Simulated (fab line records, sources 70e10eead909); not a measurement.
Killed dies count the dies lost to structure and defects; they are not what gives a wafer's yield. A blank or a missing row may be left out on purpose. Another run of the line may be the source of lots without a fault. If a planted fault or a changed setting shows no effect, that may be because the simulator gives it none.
What tool caused it? ; flow nand harc ; Sampling: 11 lots, 33 wafers, 2 of 1302 route steps

== WHAT THE GAUGES READ, wafer by wafer ==
NHARC_P_ZERO_WELL_CD_MEAS_24 targets a cd of 720 nm. Usual: cd nm at 719.9 nm, with a standard deviation of 1.5.
lot;measured;on;cd nm (nm);flag
L620;day 1 22:46;cd sem-01;720.3 718.4 718.4;
L623;day 3 04:31;cd sem-03;720.6 721.5 721.4;
L624;day 3 14:28;cd sem-02;719.3 721.4 720.4;
L626;day 4 10:29;cd sem-03;720.9 721.5 722.3;
L628;day 5 06:40;cd sem-03;723.0 720.5 722.1;
L631;day 6 12:35;cd sem-03;675.8 674.8 675.9;OFF
L636;day 8 14:35;cd sem-03;718.7 718.9 721.2;
L640;day 10 06:35;cd sem-03;720.1 719.4 719.5;
L641;day 10 16:37;cd sem-03;720.5 721.7 722.2;
L642;day 11 02:28;cd sem-01;723.2 720.1 720.8;
L643;day 11 12:35;cd sem-03;719.0 719.6 721.5;

== EACH LOT AND THE TOOL THAT RAN IT (in order: tool; ch and the chambers of the sampled wafers; start) ==
lot;NHARC_P_ZERO_WELL_EXPOSE_21
L620;krf scanner-02 ch 0, day 1 22:36
L623;krf scanner-02 ch 0, day 3 04:22
L624;krf scanner-04 ch 0, day 3 14:19
L626;krf scanner-02 ch 0, day 4 10:20
L628;krf scanner-03 ch 0, day 5 06:30
L631;krf scanner-03 ch 0, day 6 12:25
L636;krf scanner-02 ch 0, day 8 14:25
L640;krf scanner-03 ch 0, day 10 06:26
L641;krf scanner-02 ch 0, day 10 16:27
L642;krf scanner-02 ch 0, day 11 02:19
L643;krf scanner-04 ch 0, day 11 12:26
- NHARC_P_ZERO_WELL_EXPOSE_21: exposes mask P NWELL, target cd 720 nm.

== WHAT THE TOOLS THEMSELVES READ (means of the sampled wafers that have a number; where no wafer has one, the mark that the record gives instead) ==
NHARC_P_ZERO_WELL_EXPOSE_21. Usual: focus offset nm at 0.1 nm, with a standard deviation of 0.48.
lot;tool;focus offset nm (nm);flag
L620;krf scanner-02;0.9;
L623;krf scanner-02;-0.6;
L624;krf scanner-04;0.5;
L626;krf scanner-02;0.1;
L628;krf scanner-03;-0.0;
L631;krf scanner-03;0.6;
L636;krf scanner-02;-0.4;
L640;krf scanner-03;0.3;
L641;krf scanner-02;0.2;
L642;krf scanner-02;-0.3;
L643;krf scanner-04;0.0;

== THE ANSWER, worked out from the rows above alone ==
Rule: a lot is off if the mean of its wafers that have a number lies more than 3 standard deviations from the usual mean. A lot without any number at a reading at which 4 lots or more have one is off too. All remaining lots with rows at the step are treated as sound. The gauges are gone through in route order, then the tools' own readings, and for those a lot's mean is taken as printed above. The first step at which some lot is off is used, and at that step the reading that is off furthest; a lot without a number counts as furthest.
Off: L631, at NHARC_P_ZERO_WELL_CD_MEAS_24 (cd nm).
A tool fits if, at a process step before that reading, it ran every lot that is off, and no sound lot after the first of them. Gauges at NHARC_P_ZERO_WELL_CD_MEAS_24: tried the same way as those tools. None of those tried fits.

== WHAT THE SIMULATOR HAD INSERTED ==
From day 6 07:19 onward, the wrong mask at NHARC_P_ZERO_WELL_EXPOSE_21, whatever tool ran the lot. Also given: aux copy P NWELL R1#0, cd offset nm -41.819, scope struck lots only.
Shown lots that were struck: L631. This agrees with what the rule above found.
